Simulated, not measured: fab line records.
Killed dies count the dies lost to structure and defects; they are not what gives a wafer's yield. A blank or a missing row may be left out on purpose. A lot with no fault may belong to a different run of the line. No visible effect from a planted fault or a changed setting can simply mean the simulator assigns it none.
fab line records ; flow nandHarc ; part 1 of 2: steps 1 to 16 of 26
record: lots: 5; wafers: 15; lastDay: 33
route steps=1302 shown A_CHANNEL_HOLE_D1@468 A_CHANNEL_FILL_D1@490
lots that met no fault: taken from a fault-free run of the same line
startH: hours from the record's opening day to when the first of the lot's shown wafers began ; waitH: time in hours since the lot's previous step ; " the same as in the row above ; L1.1+2: one row covering several wafers at once ; - value missing, or start not given ; * or withheld: withheld ; < > ~ a bound
route shown NAME@n: NAME is a module with steps in the file, n the number in the route of the first one ; usual: mean/standard deviation taken from wafers without a fault ; same: alike in all rows ; chamber/n: place in a boat ; sites: readings site by site ; _std_site: standard deviation across them ; _edge_site: outer sites' mean less inner sites' ; radiusMm: for every site, how far away it sits from the centre of the wafer ; mask NAME#n: copy n ; behind: the last tool/chamber to shape the wafer ; hold: what put the lot on hold/how long, in hours/how the hold closed ; device: transistor that didn't switch, given as n, p or np ; end of line: tests of these same wafers at the route's end ; for a step that has no rows: nothing shown but its recipe ; killed: dies that structure and defects cost at the first sort, which is not the same as the wafer's yield ; map: the dies of a wafer, with x for killed, . for not killed, _ for no die there
set.NAME: the setting that was run; set.NAME@STEP: the one run at that earlier step ; model.NAME: the simulator's own value behind a step, which no gauge read
lots at some steps of the route; a table a step, a row a wafer
services: when a tool's chamber went out of use (startH, in hours from the record's first day, below 0 if earlier), for how many hours, and the reason
== steps ==
step: NHARC_A_CHANNEL_HOLE_D1_ETCH_34
recipe: targetDepthA: 1540; timeS: 77; cf4FlowSccm: 100; chf3FlowSccm: 30; arFlowSccm: 0; rfW: 500; biasW: 200; chemistry: CF4/CHF3
usual: drypumpMotorCurrentA: 5.5/0.32; oesProductAu: 0.940/0.019; rfVppV: 370.0/2.4; showerheadPlenumPTorr: 1.56/0.071; throttleValvePct: 16.802/0.0079
same: timeS: 77
lot.wafer;tool;chamber;startH;waitH;drypumpMotorCurrentA;oesProductAu;rfHoursCounterH;rfVppV;showerheadPlenumPTorr;throttleValvePct
L075.1;rieDiel-10;2;-;-;5.1;0.922;11;371.4;1.63;16.793
L075.4;rieDiel-10;3;-;-;5.6;0.926;11;369.0;1.52;16.813
L075.2;rieDiel-10;0;-;-;5.5;0.937;11;374.0;1.68;16.804
L078.1;rieDiel-10;1;-;-;5.4;0.955;14;368.7;1.48;16.799
L078.4;rieDiel-10;3;-;-;5.6;0.974;14;368.3;1.52;16.797
L078.5;rieDiel-10;2;-;-;5.1;0.961;-;371.0;1.63;16.800
L093.4;rieDiel-10;3;-;-;5.6;0.931;9;368.9;1.51;16.813
L093.5;rieDiel-10;2;-;-;5.1;0.923;-;371.5;1.62;16.800
L093.6;rieDiel-10;3;-;-;5.6;0.927;-;368.9;1.51;16.807
L094.1;rieDiel-10;0;-;-;5.5;0.933;11;373.1;1.67;16.785
L094.4;rieDiel-10;3;-;-;5.6;0.938;-;367.9;1.51;16.797
L094.6;rieDiel-10;0;-;-;5.5;0.930;-;373.3;1.67;16.797
L095.4;rieDiel-10;0;-;-;5.5;0.931;12;374.3;1.67;16.813
L095.1;rieDiel-10;1;-;-;5.4;0.913;10;368.3;1.48;16.796
L095.2;rieDiel-10;2;-;-;5.1;0.922;11;372.3;1.62;16.806
step: NHARC_A_CHANNEL_HOLE_D1_ETCH_16
recipe: targetDepthA: 31000; overEtchFrac: 0.3; timeS: 806; ionEnergyEv: 150; o2FlowSccm: 400; cosFlowSccm: 20; arFlowSccm: 0; rfW: 500; biasW: 300; chemistry: O2/COS
usual: drypumpMotorCurrentA: 5.5/0.32; oesProductAu: 1.001/0.0078; rfVppV: 313.8/2.2; showerheadPlenumPTorr: 3.09/0.14; throttleValvePct: 28.330/0.01
same: timeS: 806
lot.wafer;tool;chamber;startH;waitH;drypumpMotorCurrentA;oesProductAu;rfHoursCounterH;rfVppV;showerheadPlenumPTorr;throttleValvePct
L075.4;rieDiel-10;0;-;-;5.5;0.998;11;317.2;3.33;28.342
L075.1;rieDiel-10;2;-;-;5.1;0.992;11;315.7;3.23;28.330
L075.2;rieDiel-10;3;-;-;5.6;0.998;11;312.2;3.01;28.317
L078.1;rieDiel-10;0;-;-;5.5;1.003;15;316.8;3.32;28.322
L078.4;rieDiel-10;2;-;-;5.1;1.001;14;315.9;3.23;28.317
L078.5;rieDiel-10;1;-;-;5.3;1.000;-;312.4;2.94;28.331
L093.4;rieDiel-10;0;-;-;5.5;0.995;9;317.3;3.32;28.316
L093.5;rieDiel-10;1;-;-;5.4;1.003;-;310.1;2.93;28.315
L093.6;rieDiel-10;2;-;-;5.1;1.008;-;317.3;3.22;28.327
L094.1;rieDiel-10;3;-;-;5.6;1.007;11;314.3;3.00;28.332
L094.4;rieDiel-10;2;-;-;5.1;1.006;-;315.2;3.22;28.335
L094.6;rieDiel-10;0;-;-;5.5;1.011;-;317.6;3.32;28.324
L095.1;rieDiel-10;1;-;-;5.3;0.992;10;311.1;2.93;28.326
L095.4;rieDiel-10;2;-;-;5.1;0.994;12;314.3;3.22;28.316
L095.2;rieDiel-10;0;-;-;5.5;1.013;12;315.8;3.32;28.341
step: NHARC_A_CHANNEL_HOLE_D1_CD_MEAS_18
usual: cdNm: 100.1/1.6
lot.wafer;tool;chamber;startH;waitH;cdNm
L075.1;cdSem-02;-;197.07;-;101.5
L075.2;cdSem-02;-;197.07;-;99.8
L075.4;cdSem-02;-;197.07;-;99.9
L078.1;cdSem-01;-;217.71;-;102.8
L078.4;cdSem-01;-;217.71;-;100.1
L078.5;cdSem-01;-;217.71;-;101.9
L093.4;cdSem-02;-;365.06;-;100.7
L093.5;cdSem-02;-;365.06;-;102.1
L093.6;cdSem-02;-;365.06;-;97.8
L094.1;cdSem-03;-;391.93;-;99.0
L094.4;cdSem-03;-;391.93;-;96.3
L094.6;cdSem-03;-;391.93;-;99.5
L095.1;cdSem-02;-;401.02;-;100.4
L095.2;cdSem-02;-;401.02;-;100.6
L095.4;cdSem-02;-;401.02;-;97.2
step: NHARC_A_CHANNEL_HOLE_D1_ETCH_19
recipe: biasV: 1200; sourceW: 2500; pressureMtorr: 15; timeS: 34.5; arFlowSccm: 375; c4f8FlowSccm: 28.8; o2FlowSccm: 96.2; tempC: -20; targetDepthA: *; chemistry: C4F8/O2/Ar
usual: drypumpMotorCurrentA: 5.9/0.46; showerheadPlenumPTorr: 3.73/0.11; throttleValvePct: 37.036/0.0094
same: timeS: 34.5
lot.wafer;tool;chamber;startH;waitH;drypumpMotorCurrentA;rfHoursCounterH;showerheadPlenumPTorr;throttleValvePct
L075.2;harEtch-01;1;197.15;0.1;6.1;92;3.77;37.023
L075.1;harEtch-01;0;197.15;0.1;6.4;92;3.77;37.040
L075.4;harEtch-01;1;197.15;0.1;6.1;-;3.77;37.046
L078.1;harEtch-01;1;217.78;0.1;6.1;103;3.77;37.033
L078.4;harEtch-01;1;217.78;0.1;6.1;-;3.77;37.029
L078.5;harEtch-01;1;217.78;0.1;6.1;-;3.77;37.034
L093.4;harEtch-02;1;367.41;2.3;6.1;-;3.59;37.041
L093.5;harEtch-02;1;367.41;2.3;6.1;-;3.59;37.043
L093.6;harEtch-02;0;367.41;2.3;5.1;-;3.61;37.026
L094.1;harEtch-02;0;394.00;2.1;5.1;0;3.99;37.045
L094.4;harEtch-02;0;394.00;2.1;5.1;-;3.99;37.017
L094.6;harEtch-02;0;394.00;2.1;5.1;-;3.99;37.039
L095.1;harEtch-02;0;402.33;1.3;5.1;8;3.98;37.010
L095.2;harEtch-02;1;402.33;1.3;6.1;8;3.98;37.045
L095.4;harEtch-02;0;402.33;1.3;5.1;-;3.98;37.025
step: NHARC_A_CHANNEL_HOLE_D1_ETCH_20
recipe: biasV: 3000; sourceW: withheld; pressureMtorr: 20; timeS: 361.9; arFlowSccm: 375; c4f8FlowSccm: 89.3; o2FlowSccm: 35.7; tempC: -20; targetDepthA: 16000; chemistry: C4F8/O2/Ar
usual: drypumpMotorCurrentA: 5.9/0.46; showerheadPlenumPTorr: 3.69/0.11; throttleValvePct: 32.155/0.0092
same: timeS: 361.9
lot.wafer;tool;chamber;startH;waitH;drypumpMotorCurrentA;rfHoursCounterH;showerheadPlenumPTorr;throttleValvePct
L075.2;harEtch-01;1;197.26;0.1;6.1;92;3.73;32.158
L075.1;harEtch-01;0;197.26;0.1;6.4;92;3.73;32.158
L075.4;harEtch-01;1;197.26;0.1;6.1;-;3.73;32.153
L078.1;harEtch-01;1;217.89;0.1;6.1;103;3.72;32.149
L078.4;harEtch-01;1;217.89;0.1;6.1;-;3.72;32.165
L078.5;harEtch-01;1;217.89;0.1;6.1;-;3.72;32.151
L093.4;harEtch-02;1;367.59;0.2;6.1;-;3.56;32.146
L093.5;harEtch-02;1;367.59;0.2;6.1;-;3.56;32.149
L093.6;harEtch-02;0;367.59;0.2;5.1;-;3.57;32.148
L094.1;harEtch-02;0;394.11;0.1;5.1;0;3.93;32.152
L094.4;harEtch-02;0;394.11;0.1;5.1;-;3.93;32.151
L094.6;harEtch-02;0;394.11;0.1;5.1;-;3.93;32.155
L095.1;harEtch-02;0;402.44;0.1;5.1;8;3.93;32.151
L095.2;harEtch-02;1;402.44;0.1;6.1;8;3.93;32.155
L095.4;harEtch-02;0;402.44;0.1;5.1;-;3.93;32.138
step: NHARC_A_CHANNEL_HOLE_D1_ETCH_21
recipe: biasV: 3000; sourceW: withheld; pressureMtorr: 20; timeS: 514.3; arFlowSccm: 375; c4f8FlowSccm: 89.3; o2FlowSccm: 35.7; tempC: -20; targetDepthA: 16000; chemistry: C4F8/O2/Ar
usual: drypumpMotorCurrentA: 5.9/0.46; showerheadPlenumPTorr: 3.69/0.11; throttleValvePct: 32.155/0.0091
same: timeS: 514.3
lot.wafer;tool;chamber;startH;waitH;drypumpMotorCurrentA;rfHoursCounterH;showerheadPlenumPTorr;throttleValvePct
L075.2;harEtch-01;1;197.58;0.3;6.1;92;3.73;32.158
L075.1;harEtch-01;0;197.58;0.3;6.4;92;3.73;32.167
L075.4;harEtch-01;1;197.58;0.3;6.1;-;3.73;32.150
L078.1;harEtch-01;1;218.21;0.3;6.1;104;3.72;32.154
L078.4;harEtch-01;1;218.21;0.3;6.1;-;3.72;32.156
L078.5;harEtch-01;1;218.21;0.3;6.1;-;3.72;32.145
L093.4;harEtch-02;1;367.94;0.3;6.1;-;3.56;32.144
L093.5;harEtch-02;1;367.94;0.3;6.1;-;3.56;32.157
L093.6;harEtch-02;0;367.94;0.3;5.1;-;3.57;32.164
L094.1;harEtch-02;0;394.43;0.3;5.1;0;3.93;32.152
L094.4;harEtch-02;0;394.43;0.3;5.1;-;3.93;32.174
L094.6;harEtch-02;0;394.43;0.3;5.1;-;3.93;32.142
L095.1;harEtch-02;0;402.75;0.3;5.1;8;3.93;32.152
L095.2;harEtch-02;1;402.75;0.3;6.1;8;3.93;32.168
L095.4;harEtch-02;0;402.75;0.3;5.1;-;3.93;32.144
step: NHARC_A_CHANNEL_HOLE_D1_ETCH_22
recipe: biasV: 3000; sourceW: withheld; pressureMtorr: 20; timeS: 666.7; arFlowSccm: 375; c4f8FlowSccm: 89.3; o2FlowSccm: 35.7; tempC: -20; targetDepthA: 16000; chemistry: C4F8/O2/Ar
usual: drypumpMotorCurrentA: 5.9/0.46; showerheadPlenumPTorr: 3.69/0.11; throttleValvePct: 32.155/0.01
same: timeS: 666.7
lot.wafer;tool;chamber;startH;waitH;drypumpMotorCurrentA;rfHoursCounterH;showerheadPlenumPTorr;throttleValvePct
L075.2;harEtch-01;1;198.02;0.4;6.1;92;3.73;32.152
L075.1;harEtch-01;0;198.02;0.4;6.4;92;3.73;32.172
L075.4;harEtch-01;1;198.02;0.4;6.1;-;3.73;32.162
L078.1;harEtch-01;1;218.65;0.4;6.1;104;3.72;32.151
L078.4;harEtch-01;1;218.65;0.4;6.1;-;3.72;32.159
L078.5;harEtch-01;1;218.65;0.4;6.1;-;3.72;32.153
L093.4;harEtch-02;1;368.43;0.4;6.1;-;3.56;32.155
L093.5;harEtch-02;1;368.43;0.4;6.1;-;3.56;32.146
L093.6;harEtch-02;0;368.43;0.4;5.1;-;3.57;32.167
L094.1;harEtch-02;0;394.86;0.4;5.1;1;3.93;32.150
L094.4;harEtch-02;0;394.86;0.4;5.1;-;3.93;32.160
L094.6;harEtch-02;0;394.86;0.4;5.1;-;3.93;32.160
L095.1;harEtch-02;0;403.19;0.4;5.1;9;3.93;32.160
L095.2;harEtch-02;1;403.19;0.4;6.1;9;3.93;32.162
L095.4;harEtch-02;0;403.19;0.4;5.1;-;3.93;32.162
step: NHARC_A_CHANNEL_HOLE_D1_ETCH_23
recipe: biasV: 5000; sourceW: withheld; pressureMtorr: 20; timeS: 819; arFlowSccm: 375; c4f8FlowSccm: 89.3; o2FlowSccm: 35.7; tempC: -20; targetDepthA: 16000; chemistry: C4F8/O2/Ar
usual: drypumpMotorCurrentA: 5.9/0.45; showerheadPlenumPTorr: 3.69/0.11; throttleValvePct: 32.155/0.0089
same: timeS: 819
lot.wafer;tool;chamber;startH;waitH;drypumpMotorCurrentA;rfHoursCounterH;showerheadPlenumPTorr;throttleValvePct
L075.2;harEtch-01;1;198.59;0.5;6.1;93;3.73;32.146
L075.1;harEtch-01;0;198.59;0.5;6.3;93;3.73;32.141
L075.4;harEtch-01;1;198.59;0.5;6.1;-;3.73;32.159
L078.1;harEtch-01;1;219.23;0.5;6.1;105;3.72;32.142
L078.4;harEtch-01;1;219.23;0.5;6.1;-;3.72;32.157
L078.5;harEtch-01;1;219.23;0.5;6.1;-;3.72;32.146
L093.4;harEtch-02;1;369.04;0.5;6.1;-;3.56;32.162
L093.5;harEtch-02;1;369.04;0.5;6.1;-;3.56;32.171
L093.6;harEtch-02;0;369.04;0.5;5.1;-;3.57;32.161
L094.1;harEtch-02;0;395.43;0.5;5.1;1;3.93;32.145
L094.4;harEtch-02;0;395.43;0.5;5.1;-;3.93;32.155
L094.6;harEtch-02;0;395.43;0.5;5.1;-;3.93;32.153
L095.1;harEtch-02;0;403.76;0.5;5.1;9;3.93;32.162
L095.2;harEtch-02;1;403.76;0.5;6.1;9;3.93;32.147
L095.4;harEtch-02;0;403.76;0.5;5.2;-;3.93;32.147
step: NHARC_A_CHANNEL_HOLE_D1_ETCH_24
recipe: biasV: 5000; sourceW: withheld; pressureMtorr: 20; timeS: 906.2; arFlowSccm: 375; c4f8FlowSccm: 93.8; o2FlowSccm: 31.2; tempC: -20; targetDepthA: 15000; chemistry: C4F8/O2/Ar
usual: drypumpMotorCurrentA: 5.9/0.46; showerheadPlenumPTorr: 3.68/0.11; throttleValvePct: 32.236/0.0095
same: timeS: 906.2
lot.wafer;tool;chamber;startH;waitH;drypumpMotorCurrentA;rfHoursCounterH;showerheadPlenumPTorr;throttleValvePct
L075.2;harEtch-01;1;199.28;0.6;6.1;94;3.72;32.222
L075.1;harEtch-01;0;199.28;0.6;6.4;94;3.72;32.249
L075.4;harEtch-01;1;199.28;0.6;6.1;-;3.72;32.231
L078.1;harEtch-01;1;219.91;0.6;6.1;105;3.72;32.239
L078.4;harEtch-01;1;219.91;0.6;6.1;-;3.72;32.251
L078.5;harEtch-01;1;219.91;0.6;6.1;-;3.72;32.234
L093.4;harEtch-02;1;369.75;0.6;6.1;-;3.55;32.243
L093.5;harEtch-02;1;369.75;0.6;6.1;-;3.55;32.222
L093.6;harEtch-02;0;369.75;0.6;5.1;-;3.56;32.231
L094.1;harEtch-02;0;396.11;0.6;5.1;2;3.93;32.237
L094.4;harEtch-02;0;396.11;0.6;5.1;-;3.93;32.241
L094.6;harEtch-02;0;396.11;0.6;5.1;-;3.93;32.217
L095.1;harEtch-02;0;404.45;0.6;5.1;10;3.92;32.256
L095.2;harEtch-02;1;404.45;0.6;6.1;10;3.92;32.240
L095.4;harEtch-02;0;404.45;0.6;5.1;-;3.92;32.236
step: NHARC_A_CHANNEL_HOLE_D1_ETCH_25
recipe: biasV: 5000; sourceW: withheld; pressureMtorr: 20; timeS: 1040.2; arFlowSccm: 375; c4f8FlowSccm: 93.8; o2FlowSccm: 31.2; tempC: -20; targetDepthA: 15000; chemistry: C4F8/O2/Ar
usual: drypumpMotorCurrentA: 5.9/0.45; showerheadPlenumPTorr: 3.68/0.11; throttleValvePct: 32.235/0.0087
same: timeS: 1040.2
lot.wafer;tool;chamber;startH;waitH;drypumpMotorCurrentA;rfHoursCounterH;showerheadPlenumPTorr;throttleValvePct
L075.2;harEtch-01;1;200.04;0.6;6.1;95;3.72;32.216
L075.1;harEtch-01;0;200.04;0.6;6.4;95;3.72;32.220
L075.4;harEtch-01;1;200.04;0.6;6.1;-;3.72;32.244
L078.1;harEtch-01;1;220.68;0.6;6.1;106;3.72;32.234
L078.4;harEtch-01;1;220.68;0.6;6.1;-;3.72;32.236
L078.5;harEtch-01;1;220.68;0.6;6.1;-;3.72;32.225
L093.4;harEtch-02;1;370.55;0.7;6.1;-;3.55;32.242
L093.5;harEtch-02;1;370.55;0.7;6.1;-;3.55;32.246
L093.6;harEtch-02;0;370.55;0.7;5.1;-;3.56;32.248
L094.1;harEtch-02;0;396.87;0.6;5.1;3;3.93;32.238
L094.4;harEtch-02;0;396.87;0.6;5.1;-;3.93;32.237
L094.6;harEtch-02;0;396.87;0.6;5.1;-;3.93;32.238
L095.1;harEtch-02;0;405.22;0.6;5.1;11;3.92;32.239
L095.2;harEtch-02;1;405.22;0.6;6.1;11;3.92;32.238
L095.4;harEtch-02;0;405.22;0.6;5.1;-;3.92;32.237
step: NHARC_A_CHANNEL_HOLE_D1_ETCH_26
recipe: biasV: 300; sourceW: 2000; pressureMtorr: 30; timeS: 224.1; arFlowSccm: 375; c4f8FlowSccm: 11.4; o2FlowSccm: 113.6; tempC: -20; targetDepthA: 3000; chemistry: C4F8/O2/Ar
usual: drypumpMotorCurrentA: 5.9/0.46; showerheadPlenumPTorr: 3.73/0.11; throttleValvePct: 24.584/0.0086
same: timeS: 224.1
lot.wafer;tool;chamber;startH;waitH;drypumpMotorCurrentA;rfHoursCounterH;showerheadPlenumPTorr;throttleValvePct
L075.2;harEtch-01;1;200.92;0.7;6.1;95;3.78;24.584
L075.1;harEtch-01;0;200.92;0.7;6.3;95;3.78;24.600
L075.4;harEtch-01;1;200.92;0.7;6.1;-;3.78;24.584
L078.1;harEtch-01;1;221.57;0.7;6.1;107;3.77;24.598
L078.4;harEtch-01;1;221.57;0.7;6.1;-;3.77;24.580
L078.5;harEtch-01;1;221.57;0.7;6.1;-;3.77;24.576
L093.4;harEtch-02;1;371.21;0.5;6.1;-;3.59;24.583
L093.5;harEtch-02;1;371.21;0.5;6.1;-;3.59;24.582
L093.6;harEtch-02;0;371.21;0.5;5.1;-;3.61;24.594
L094.1;harEtch-02;0;397.74;0.7;5.1;4;3.99;24.582
L094.4;harEtch-02;0;397.74;0.7;5.1;-;3.99;24.593
L094.6;harEtch-02;0;397.74;0.7;5.1;-;3.99;24.605
L095.1;harEtch-02;0;406.11;0.7;5.1;11;3.99;24.585
L095.2;harEtch-02;1;406.11;0.7;6.1;11;3.98;24.583
L095.4;harEtch-02;0;406.11;0.7;5.1;-;3.99;24.583
step: NHARC_A_CHANNEL_HOLE_D1_ETCH_33
recipe: biasV: 400; sourceW: 2000; pressureMtorr: 25; timeS: 90; arFlowSccm: 375; c4f8FlowSccm: 41.7; o2FlowSccm: 83.3; tempC: -20; targetDepthA: 4000; chemistry: C4F8/O2/Ar
usual: drypumpMotorCurrentA: 5.9/0.46; showerheadPlenumPTorr: 3.73/0.11; throttleValvePct: 27.619/0.0083
same: timeS: 90
lot.wafer;tool;chamber;startH;waitH;drypumpMotorCurrentA;rfHoursCounterH;showerheadPlenumPTorr;throttleValvePct
L075.2;harEtch-01;1;201.12;0.2;6.1;95;3.77;27.617
L075.1;harEtch-01;0;201.12;0.2;6.3;95;3.77;27.625
L075.4;harEtch-01;1;201.12;0.2;6.1;-;3.77;27.619
L078.1;harEtch-01;1;221.77;0.2;6.1;107;3.76;27.621
L078.4;harEtch-01;1;221.77;0.2;6.1;-;3.76;27.618
L078.5;harEtch-01;1;221.77;0.2;6.1;-;3.76;27.615
L093.4;harEtch-02;1;371.40;0.2;6.1;-;3.59;27.625
L093.5;harEtch-02;1;371.40;0.2;6.1;-;3.59;27.616
L093.6;harEtch-02;0;371.40;0.2;5.1;-;3.60;27.630
L094.1;harEtch-02;0;397.94;0.2;5.1;4;3.98;27.623
L094.4;harEtch-02;0;397.94;0.2;5.1;-;3.98;27.626
L094.6;harEtch-02;0;397.94;0.2;5.1;-;3.98;27.623
L095.1;harEtch-02;0;406.31;0.2;5.1;12;3.97;27.614
L095.2;harEtch-02;1;406.31;0.2;6.1;12;3.97;27.611
L095.4;harEtch-02;0;406.31;0.2;5.1;-;3.97;27.624
step: NHARC_A_CHANNEL_HOLE_D1_STRIP_41
recipe: n2FlowSccm: 150; h2FlowSccm: 150; arFlowSccm: 0; biasW: 0; chemistry: N2/H2
lot.wafer;tool;chamber;startH;waitH
L075.4+2+1;rieDiel-10;2,0,1;201.65;0.4
L078.1+4+5;rieDiel-10;3,0,1;222.32;0.5
L093.4+6+5;rieDiel-10;0,0,1;371.87;0.4
L094.1+4+6;rieDiel-07;3,0,2;398.48;0.5
L095.4+1+2;rieDiel-10;0,1,2;406.84;0.4
step: NHARC_A_CHANNEL_HOLE_D1_STRIP_42
recipe: cf4FlowSccm: 100; chf3FlowSccm: 30; arFlowSccm: 0; biasW: 0; chemistry: CF4/CHF3
lot.wafer;tool;chamber;startH;waitH
L075.1+4+2;rieDiel-10;3,1,2;201.74;0.1
L078.1+4+5;rieDiel-10;3,2,3;222.39;0.1
L093.4+6+5;rieDiel-10;0,3,0;371.97;0.1
L094.1+4+6;rieDiel-07;3,2,3;398.56;0.1
L095.1+4+2;rieDiel-10;2,3,1;406.93;0.1
step: NHARC_A_CHANNEL_HOLE_D1_STRIP_43
recipe: o2FlowSccm: 400; cosFlowSccm: 20; arFlowSccm: 0; biasW: 0; chemistry: O2/COS
lot.wafer;tool;chamber;startH;waitH
L075.1+2+4;rieDiel-10;3,0,1;201.81;0.1
L078.1+4+5;rieDiel-10;0,1,1;222.45;0.1
L093.4+5+6;rieDiel-10;2,3,0;372.03;0.1
L094.1+4+6;rieDiel-07;1,2,0;398.63;0.1
L095.2+1+4;rieDiel-10;0,1,2;406.99;0.1
step: NHARC_A_CHANNEL_HOLE_D1_ETCH_44
recipe: targetDepthA: 1400; overetchA: 140; timeS: 77; ionEnergyEv: 100; cf4FlowSccm: 80; o2FlowSccm: 20; arFlowSccm: 0; rfW: 300; biasW: 100; chemistry: CF4/O2
usual: drypumpMotorCurrentA: 5.5/0.32; oes_o_777_au: 1.000/0.0048; oesProductAu: 1.001/0.0075; rfVppV: 197.6/1.5; showerheadPlenumPTorr: 1.32/0.063; throttleValvePct: 13.397/0.009
same: timeS: 77
lot.wafer;tool;chamber;startH;waitH;drypumpMotorCurrentA;oes_o_777_au;oesProductAu;rfHoursCounterH;rfVppV;showerheadPlenumPTorr;throttleValvePct
L075.4;rieDiel-10;1;201.86;0.0;5.4;1.003;0.994;13;194.9;1.25;13.392
L075.2;rieDiel-10;3;201.86;0.0;5.6;1.003;1.003;12;196.4;1.28;13.413
L075.1;rieDiel-10;0;201.86;0.0;5.5;1.002;1.007;13;197.5;1.43;13.385
L078.4;rieDiel-10;0;222.52;0.1;5.5;1.001;0.996;15;198.9;1.43;13.398
L078.1;rieDiel-10;2;222.52;0.1;5.1;0.996;0.988;14;197.3;1.38;13.391
L078.5;rieDiel-10;3;222.52;0.1;5.6;1.002;0.987;-;197.7;1.28;13.387
L093.4;rieDiel-10;2;372.11;0.1;5.1;0.990;1.000;9;198.4;1.38;13.402
L093.5;rieDiel-10;3;372.11;0.1;5.6;0.996;1.010;-;196.6;1.28;13.390
L093.6;rieDiel-10;0;372.11;0.1;5.5;1.000;1.006;-;199.5;1.42;13.418
L094.4;rieDiel-07;2;398.69;0.1;5.4;1.002;0.996;30;196.5;1.27;13.403
L094.1;rieDiel-07;1;398.69;0.1;5.7;1.005;0.991;29;198.2;1.30;13.407
L094.6;rieDiel-07;3;398.69;0.1;5.4;0.995;1.010;-;199.1;1.33;13.403
L095.2;rieDiel-10;1;407.06;0.1;5.3;0.997;1.003;10;196.8;1.25;13.409
L095.1;rieDiel-10;2;407.06;0.1;5.1;1.005;1.004;12;199.8;1.38;13.383
L095.4;rieDiel-10;3;407.06;0.1;5.6;0.989;1.001;13;197.6;1.28;13.387
